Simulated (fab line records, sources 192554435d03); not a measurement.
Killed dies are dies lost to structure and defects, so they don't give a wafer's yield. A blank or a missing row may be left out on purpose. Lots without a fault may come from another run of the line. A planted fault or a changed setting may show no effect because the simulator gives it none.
Split-lot experiment | flow n5_finfet | 7 lots, 21 wafers read, on a route of 1938 steps

THE SPLIT
At N5_MOL_CONTACT_COAG_VIA_ETCH_117 (etches SiO2 in C4F6/O2, target depth 40 nm, overetch 8 nm, time 26 s), the setting bias_w was moved away from the recipe's 455 W on 7 of the 21 wafers read, by -11.0% to +12.9%. The other wafers ran this setting at the recipe's value.

The reading is taken at the split's own step.

THE READING
rf_vpp_V, in V, at N5_MOL_CONTACT_COAG_VIA_ETCH_117 (etches SiO2 in C4F6/O2, target depth 40 nm, overetch 8 nm, time 26 s). Fault-free wafers of this fab line usually give 1588 V, standard deviation 16 V.

wafer  | tool, chamber at the split | bias_w as run, W | against the recipe | rf_vpp_V, V | against lot-mates on the recipe
L074.1 | rie_diel-01, 3             | 455              | recipe             | 1580        | -
L074.5 | rie_diel-01, 1             | 455              | recipe             | 1586        | -
L074.6 | rie_diel-01, 2             | 455              | recipe             | 1594        | -
L076.4 | rie_diel-01, 1             | 455              | recipe             | 1587        | -
L076.5 | rie_diel-01, 0             | 455              | recipe             | 1621        | -
L076.6 | rie_diel-01, 3             | 422.8            | -7.1%              | 1496        | -108
L081.3 | rie_diel-01, 1             | 503.1            | +10.6%             | 1709        | +89
L081.5 | rie_diel-01, 0             | 455              | recipe             | 1620        | -
L081.6 | rie_diel-01, 3             | 503.1            | +10.6%             | 1702        | +82
L086.1 | rie_diel-03, 3             | 455              | recipe             | 1604        | -
L086.3 | rie_diel-03, 2             | 513.5            | +12.9%             | 1731        | +127
L086.6 | rie_diel-03, 2             | 513.5            | +12.9%             | 1730        | +126
L089.1 | rie_diel-03, 0             | 455              | recipe             | 1568        | -
L089.2 | rie_diel-03, 3             | 455              | recipe             | 1603        | -
L089.4 | rie_diel-03, 0             | 455              | recipe             | 1571        | -
L090.1 | rie_diel-03, 2             | 405.1            | -11.0%             | 1449        | -142
L090.3 | rie_diel-03, 1             | 455              | recipe             | 1591        | -
L090.5 | rie_diel-03, 3             | 405.1            | -11.0%             | 1468        | -123
L091.2 | rie_diel-03, 1             | 455              | recipe             | 1591        | -
L091.4 | rie_diel-03, 0             | 455              | recipe             | 1570        | -
L091.5 | rie_diel-03, 2             | 455              | recipe             | 1583        | -

THE FIT
A straight line over all 21 wafers: rf_vpp_V changes by +11.4 V for each +1% of bias_w; r = +0.98; the points scatter about the line by 15 V.
The same after taking each lot's own level away (the mean of its wafers on the recipe; 21 wafers): +10.5 V for each +1%; r = +0.98; scatter 15 V.
On that fit, the largest move of bias_w shifts the reading by 1.3e+02 V.
The lots' own levels span 1580.7 to 1620.0 V, that is 2.5 times the standard deviation above.
So the lot-to-lot level changes the slope little: the two slopes agree.
Check: with one of the wafers moved furthest among these (+12.9%) left out of the fit, the line predicts +129 V for it against its lot-mates. It came out at +127 V against them.
Tool readings at the split's step, against how far the setting was moved: rf_vpp_V r = +0.98.

OTHER SPLITS ON THESE WAFERS
These wafers also went through other splits before the reading. Each is held against what the fit with the lots' levels taken away leaves over:
other split on the same wafers        | wafers away from the commonest value | r with rf_vpp_V (lot level and that fit taken away)
N5_SD_ACTIVATION_LSA_01 temp_c        | 8                                    | +0.05
N5_SDB_COAT_03 spin_rpm               | 5                                    | -0.21
N5_SDB_COAT_05 spin_rpm               | 2                                    | -0.14
N5_HKMG_FIN_COAT_43 spin_rpm          | 4                                    | +0.10
N5_HKMG_FIN_DEVELOP_48 develop_time_s | 7                                    | +0.47
N5_GATE_CUT_CUT_ETCH_53 icp_w         | 5                                    | -0.07
N5_GATE_CUT_ALD_22 ald_cycles         | 5                                    | +0.00
N5_MOL_CONTACT_COAG_ETCH_105 bias_w   | 7                                    | +0.16

THE FILE'S OWN FIT
rf_vpp_V changes by +10.6 V for each +1% of bias_w, r = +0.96.
